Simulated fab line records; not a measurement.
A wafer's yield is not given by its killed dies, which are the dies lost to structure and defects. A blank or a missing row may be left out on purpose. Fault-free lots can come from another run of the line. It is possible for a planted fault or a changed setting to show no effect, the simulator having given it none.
Split-lot trial -- flow n5_finfet -- route with 1938 steps; 7 lots, 39 wafers read

== ABOUT THE SPLIT ==
At N5_PMOS_HMC_CHANNEL_EPI_DEVELOP_08 (develop time 30 s), the setting develop_time_s was moved away from the recipe's 30 s on 15 of the 39 wafers read, by +25.3% to +56.5%. The other wafers ran this setting at the recipe's value.

Split to reading: the file shows no intervening step.

== THE READING ==
cd_nm at N5_PMOS_HMC_CHANNEL_EPI_CD_MEAS_09, given in nm (cd target 237.4 nm). On this fab line, fault-free wafers typically give 237.5 nm with a standard deviation of 0.94 nm.

wafer,"tool, chamber at the split","develop_time_s as run, s",against the recipe,"cd_nm, nm",against lot-mates on the recipe
L078.1,"litho_track-04, 0",30,recipe,236.6,-
L078.2,"litho_track-04, 0",30,recipe,236.1,-
L078.3,"litho_track-04, 0",30,recipe,236.9,-
L078.4,"litho_track-04, 0",30,recipe,237.4,-
L078.5,"litho_track-04, 0",30,recipe,235.8,-
L078.6,"litho_track-04, 0",30,recipe,236.6,-
L083.1,"litho_track-04, 0",30,recipe,236.7,-
L083.3,"litho_track-04, 0",30,recipe,236.7,-
L083.4,"litho_track-04, 0",30,recipe,237.1,-
L084.1,"litho_track-04, 0",41.09,+37.0%,239.5,+1.5
L084.2,"litho_track-04, 0",30,recipe,237.7,-
L084.3,"litho_track-04, 0",30,recipe,238.4,-
L084.4,"litho_track-04, 0",41.09,+37.0%,239.5,+1.5
L084.5,"litho_track-04, 0",30,recipe,237.8,-
L084.6,"litho_track-04, 0",41.09,+37.0%,240.6,+2.6
L086.1,"litho_track-04, 0",30,recipe,237.9,-
L086.2,"litho_track-04, 0",43.41,+44.7%,239.7,+2.6
L086.3,"litho_track-04, 0",43.41,+44.7%,239.0,+1.9
L086.4,"litho_track-04, 0",30,recipe,237.1,-
L086.5,"litho_track-04, 0",30,recipe,236.2,-
L086.6,"litho_track-04, 0",43.41,+44.7%,240.9,+3.8
L091.1,"litho_track-04, 0",46.95,+56.5%,240.9,+3.1
L091.2,"litho_track-04, 0",30,recipe,238.0,-
L091.3,"litho_track-04, 0",46.95,+56.5%,240.2,+2.4
L091.4,"litho_track-04, 0",30,recipe,237.9,-
L091.5,"litho_track-04, 0",46.95,+56.5%,240.7,+2.9
L091.6,"litho_track-04, 0",30,recipe,237.4,-
L094.1,"litho_track-03, 0",37.6,+25.3%,239.0,+1.8
L094.2,"litho_track-03, 0",30,recipe,237.2,-
L094.3,"litho_track-03, 0",30,recipe,236.1,-
L094.4,"litho_track-03, 0",37.6,+25.3%,238.8,+1.6
L094.5,"litho_track-03, 0",37.6,+25.3%,238.7,+1.5
L094.6,"litho_track-03, 0",30,recipe,238.4,-
L097.1,"litho_track-02, 0",30,recipe,236.1,-
L097.2,"litho_track-02, 0",30,recipe,238.4,-
L097.3,"litho_track-02, 0",40.46,+34.9%,238.4,+1.0
L097.4,"litho_track-02, 0",40.46,+34.9%,240.4,+3.0
L097.5,"litho_track-02, 0",40.46,+34.9%,238.9,+1.5
L097.6,"litho_track-02, 0",30,recipe,237.7,-

THE FIT
A straight line over all 39 wafers: cd_nm changes by +0.0624 nm for each +1% of develop_time_s; r = +0.87; the points scatter about the line by 0.74 nm.
The same after taking each lot's own level away (the mean of its wafers on the recipe; 39 wafers): +0.0543 nm for each +1%; r = +0.87; scatter 0.64 nm.
On that fit, the largest move of develop_time_s shifts the reading by 3.1 nm.
The lots' own levels span 236.57 to 237.97 nm, that is 1.5 times the standard deviation above.
Hence the slope depends on the lot-to-lot level, as the two fits are not the same.
Check: with one of the wafers moved furthest among these (+56.5%) left out of the fit, the line predicts +3.08 nm for it against its lot-mates. It came out at +3.13 nm against them.

== FURTHER SPLITS ON THESE WAFERS ==
Before the reading, these wafers also passed through other splits. Each is held against what the fit with the lots' levels taken away leaves over:
other split on the same wafers,wafers away from the commonest value,r with cd_nm (lot level and that fit taken away)
N5_ZERO_LAYER_PECVD_02 time_s,12,-0.07

== THE WHOLE CHAIN: every reading that the file lists as answering this split, in the file's order ==
step,what it does,reading,change (the file's fit),r (the file's)
N5_PMOS_HMC_CHANNEL_EPI_CD_MEAS_09,target cd 237.4 nm,cd_nm,+0.0548 nm for each +1% of the setting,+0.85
N5_PMOS_HMC_CHANNEL_EPI_DESCUM_14,"chemistry O2, time 7.9 s","PMOS_HMC_CHANNEL_EPI.cd_nm (the simulator's own value, which no gauge read)",+0.0539 nm for each +1% of the setting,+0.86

== FILE'S OWN FIT ==
cd_nm changes by +0.0548 nm for each +1% of develop_time_s, r = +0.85.
